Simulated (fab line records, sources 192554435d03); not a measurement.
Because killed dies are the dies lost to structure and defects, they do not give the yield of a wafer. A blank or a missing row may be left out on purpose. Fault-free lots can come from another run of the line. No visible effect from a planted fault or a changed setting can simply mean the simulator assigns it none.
Struck lot and sound lot, side by side / flow n5Finfet / 15 steps out of a route of 1938
Sound: wafers L761.1, L761.3, L761.4. Wafers struck: L759.2, L759.5, L759.6. The cause comes at the end.
Order at every step that has rows: each side's tool, ch and its chambers, its first start. Under that, the readings that differ: sound wafers / struck wafers / difference of the means / sigmas: that difference in standard deviations of wafers without a fault.
alike: readings whose means differ by less than 2 such deviations, and words and numbers that are the same on both sides. not compared: withheld readings, readings that some wafer has no value for, bounds like >300 that may hide the same value, and numbers for which the record gives no deviation and whose values overlap.
Wherever a step has rows on one side only, a row that says differs or no value, or a row with sigmas, the two part there. Non-overlapping numbers with no deviation appear without sigmas and do not part them. Lack of a reading on every wafer of one side parts them only where that side has two or more wafers.

N5_DUMMY_GATE_CD_MEAS_15 targets a cd of 25.8 nm.
  sound on cdSem-02 ch 0, day 4 17:01; struck on cdSem-01 ch 0, day 4 05:22
  alike: cdNm
N5_DUMMY_GATE_OVL_MEAS_16:
  sound on overlay-01 ch 0, day 4 17:03; struck on overlay-02 ch 0, day 4 05:25
  alike: GATE_OVL
N5_DUMMY_GATE_INSPECT_17: inspects for defects (brightfield).
  sound: defectInspect-02 at day 4 17:06; struck: defectInspect-02 at day 4 05:28
  alike: rawDefectCount
N5_DUMMY_GATE_DESCUM_20: chemistry O2, time 6.2 s.
  sound on rieDiel-01 ch 1,2, day 4 17:08; struck on rieDiel-01 ch 0,1,2, day 4 05:30
  alike: drypumpMotorCurrentA, oesProductAu, rfVppV, showerheadPlenumPTorr, throttleValvePct
  not compared: rfHoursCounterH
N5_DUMMY_GATE_ETCH_29: etches underlayer in N2/H2, target depth 13 nm.
  sound on rieDiel-01 ch 1,2, day 4 17:12; struck on rieDiel-01 ch 0,1,2, day 4 05:34
  alike: drypumpMotorCurrentA, oesProductAu, rfFwdPowerW, rfVppV, showerheadPlenumPTorr, throttleValvePct
  not compared: rfHoursCounterH
then, 4 steps without rows for these wafers: N5_DUMMY_GATE_ETCH_36 (etches SiARC in CF4, target depth 13 nm); N5_DUMMY_GATE_ETCH_37 (etches SOC in N2/H2, target depth 60 nm, overetch 30 nm); N5_DUMMY_GATE_STRIP_38 (strips in N2/H2); N5_DUMMY_GATE_STRIP_39 (strips in N2/H2).
N5_DUMMY_GATE_TRIM_49: chemistry O2, time 29 s, target cd 14 nm.
  sound on rieSi-03 ch 0,2,3, day 4 17:22; struck on rieSi-03 ch 2,3, day 4 05:43
  alike: drypumpMotorCurrentA, oesProductAu, throttleValvePct
  not compared: rfHoursCounterH
N5_DUMMY_GATE_STRIP_40: strips in CF4.
  sound on rieDiel-05 ch 0,2,3, day 4 17:28; struck on rieDiel-05 ch 0,1, day 4 05:49
  alike: drypumpMotorCurrentA, oesProductAu, rfVppV, showerheadPlenumPTorr, throttleValvePct
  not compared: rfHoursCounterH
N5_DUMMY_GATE_CD_MEAS_50 targets a cd of 14 nm.
  sound: cdSem-01 at day 4 17:31; struck: cdSem-02 at day 4 05:52
  alike: cdNm
N5_DUMMY_GATE_ETCH_31: etches SiO2 in C4F6/O2, target depth 82.5 nm, time 27.5 s.
  sound on rieDiel-01 ch 0,2, day 4 17:34; struck on rieDiel-05 ch 0,1, day 4 05:55
reading=oes_ar_750_au (a.u.); sound=0.73 0.72 0.73; struck=0.82 0.88 0.82; difference=+0.11; sigmas=+3
reading=oes_f_703_au (a.u.); sound=0.72 0.73 0.71; struck=0.95 1.02 0.95; difference=+0.25; sigmas=+5
reading=oes_o_777_au (a.u.); sound=0.72 0.73 0.72; struck=0.91 0.98 0.92; difference=+0.21; sigmas=+4
reading=rfFwdPowerW (W); sound=339.5 342.1 340.1; struck=426.2 425.7 425.4; difference=+85.2; sigmas=+50
reading=rfVppV (V); sound=668 673 665; struck=586 590 585; difference=-82; sigmas=-8
reading=model.etch.depthNm (nm); sound=81.24 82.59 81.63; struck=88.75 90.77 88.78; difference=+7.61; sigmas=
reading=model.SOC_of_DUMMY_GATE_COAT_34.thkNm (nm); sound=52.2 51.8 52; struck=50.8 50.6 51; difference=-1.2; sigmas=
  alike: drypumpMotorCurrentA, oesProductAu, showerheadPlenumPTorr, throttleValvePct
  not compared: rfHoursCounterH
N5_DUMMY_GATE_STRIP_41: strips in O2.
  sound on rieDiel-01 ch 0,2, day 4 17:37; struck on rieDiel-05 ch 0,1, day 4 05:58
  alike: drypumpMotorCurrentA, oesProductAu, rfVppV, showerheadPlenumPTorr, throttleValvePct
  not compared: rfHoursCounterH
-- here the record skips 5 days between the struck wafers' starts before and after, leaving off in module DUMMY_GATE and picking up in module BEOL_M4 (first step shown: number 1111 of the route) --
N5_BEOL_M4_RC_MEAS_101:
  sound on prober-01 ch 0, day 9 16:58; struck on prober-02 ch 0, day 9 08:59
  alike: DIBL_N, DIBL_P, IOFF_N, IOFF_P, ION_N, ION_P, SS_N, SS_P, VT_N, VT_P

## WHERE THEY PART
Only at N5_DUMMY_GATE_ETCH_31, as far as this record shows. Later steps at which nothing parts them and some readings are alike: N5_DUMMY_GATE_STRIP_41, N5_BEOL_M4_RC_MEAS_101.

WHY: whatever the simulator had introduced
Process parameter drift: rieDiel-05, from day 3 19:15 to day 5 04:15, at N5_DUMMY_GATE_ETCH_31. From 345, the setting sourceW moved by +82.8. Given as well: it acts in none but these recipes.
